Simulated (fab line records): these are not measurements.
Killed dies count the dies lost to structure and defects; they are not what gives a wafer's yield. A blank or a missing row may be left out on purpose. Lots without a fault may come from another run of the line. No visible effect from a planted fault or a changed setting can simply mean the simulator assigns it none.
What tool caused it? || flow n5Finfet || 33 wafers from 11 lots sampled at 3 of the route's 1938 steps

WHAT EACH GAUGE READ, for each wafer
N5_BEOL_M11_CD_MEAS_18: pitch 140 nm, target cd 70 nm.
{"lot": "L271", "measured": "day 11 13:32", "on": "cdSem-02", "cdNm (nm)": "69.9 70.8 69.8"}
{"lot": "L272", "measured": "day 11 18:56", "on": "cdSem-02", "cdNm (nm)": "70.3 71.2 70.5"}
{"lot": "L270", "measured": "day 12 05:31", "on": "cdSem-03", "cdNm (nm)": "69.2 69.2 69.5"}
{"lot": "L275", "measured": "day 12 22:49", "on": "cdSem-02", "cdNm (nm)": "69.9 70.3 70.1"}
{"lot": "L279", "measured": "day 13 18:08", "on": "cdSem-03", "cdNm (nm)": "70.3 70.1 70.3"}
{"lot": "L280", "measured": "day 15 00:53", "on": "cdSem-03", "cdNm (nm)": "69.9 71.1 71.9"}
{"lot": "L283", "measured": "day 15 14:41", "on": "cdSem-02", "cdNm (nm)": "70.8 70.2 70.5"}
{"lot": "L285", "measured": "day 15 18:55", "on": "cdSem-03", "cdNm (nm)": "70.5 69.4 69.9"}
{"lot": "L291", "measured": "day 18 05:37", "on": "cdSem-01", "cdNm (nm)": "70.0 71.3 69.4"}
{"lot": "L290", "measured": "day 18 18:56", "on": "cdSem-01", "cdNm (nm)": "69.6 71.1 69.8"}
{"lot": "L292", "measured": "day 19 10:31", "on": "cdSem-01", "cdNm (nm)": "71.2 69.6 71.9"}

WHAT TOOL EACH LOT RAN ON (gives the tool, then ch and the chambers of the sampled wafers, and finally the start)
{"lot": "L271", "N5_BEOL_M11_CURE_71": "uvCure-02 ch 1, day 11 10:57", "N5_BEOL_M11_ETCH_62": "rieDiel-05 ch 0,1,3, day 11 13:02"}
{"lot": "L272", "N5_BEOL_M11_CURE_71": "uvCure-03 ch 1, day 11 15:58", "N5_BEOL_M11_ETCH_62": "rieDiel-05 ch 1,3, day 11 18:34"}
{"lot": "L270", "N5_BEOL_M11_CURE_71": "uvCure-02 ch 0, day 12 03:07", "N5_BEOL_M11_ETCH_62": "rieDiel-01 ch 2,3, day 12 05:09"}
{"lot": "L275", "N5_BEOL_M11_CURE_71": "uvCure-02 ch 1, day 12 19:17", "N5_BEOL_M11_ETCH_62": "rieDiel-06 ch 1,2, day 12 22:27"}
{"lot": "L279", "N5_BEOL_M11_CURE_71": "uvCure-03 ch 2, day 13 16:23", "N5_BEOL_M11_ETCH_62": "rieDiel-05 ch 0,1,3, day 13 17:47"}
{"lot": "L280", "N5_BEOL_M11_CURE_71": "uvCure-01 ch 1, day 14 21:22", "N5_BEOL_M11_ETCH_62": "rieDiel-05 ch 0,2, day 15 00:28"}
{"lot": "L283", "N5_BEOL_M11_CURE_71": "uvCure-03 ch 2, day 15 11:13", "N5_BEOL_M11_ETCH_62": "rieDiel-01 ch 0,1,2, day 15 14:17"}
{"lot": "L285", "N5_BEOL_M11_CURE_71": "uvCure-01 ch 0, day 15 15:59", "N5_BEOL_M11_ETCH_62": "rieDiel-01 ch 1,2,3, day 15 18:33"}
{"lot": "L291", "N5_BEOL_M11_CURE_71": "uvCure-02 ch 0, day 18 03:08", "N5_BEOL_M11_ETCH_62": "rieDiel-06 ch 2,3, day 18 05:14"}
{"lot": "L290", "N5_BEOL_M11_CURE_71": "uvCure-03 ch 1, day 18 14:37", "N5_BEOL_M11_ETCH_62": "rieDiel-05 ch 1,2, day 18 18:26"}
{"lot": "L292", "N5_BEOL_M11_CURE_71": "uvCure-02 ch 2, day 19 06:40", "N5_BEOL_M11_ETCH_62": "rieDiel-05 ch 0,2,3, day 19 10:10"}
- N5_BEOL_M11_CURE_71: cures SiCOH lowk, time 240 s.
- N5_BEOL_M11_ETCH_62: etches SOC in N2/H2, target depth 110 nm, overetch 22 nm, time 165 s.

THE ANSWER, worked out from the rows above alone
Rule: the usual values come from the lots themselves. The widest of any qualifying gaps counts: lots, ordered by their means at a reading, are off when they make up no more than a third of the lots, leave a main group of 4 or more, and stand apart from it by 3 or more times the standard deviation of that group's means. A main group is skipped when, at the precision printed for the reading in the tables above, its means are all equal. Also off: a lot with no number at a reading for which 4 or more lots have one. Any other lot the step has rows for is counted as sound.
Across all readings shown, no lot is off: no conclusion can be drawn from this.

WHAT THE SIMULATOR HAD INSERTED
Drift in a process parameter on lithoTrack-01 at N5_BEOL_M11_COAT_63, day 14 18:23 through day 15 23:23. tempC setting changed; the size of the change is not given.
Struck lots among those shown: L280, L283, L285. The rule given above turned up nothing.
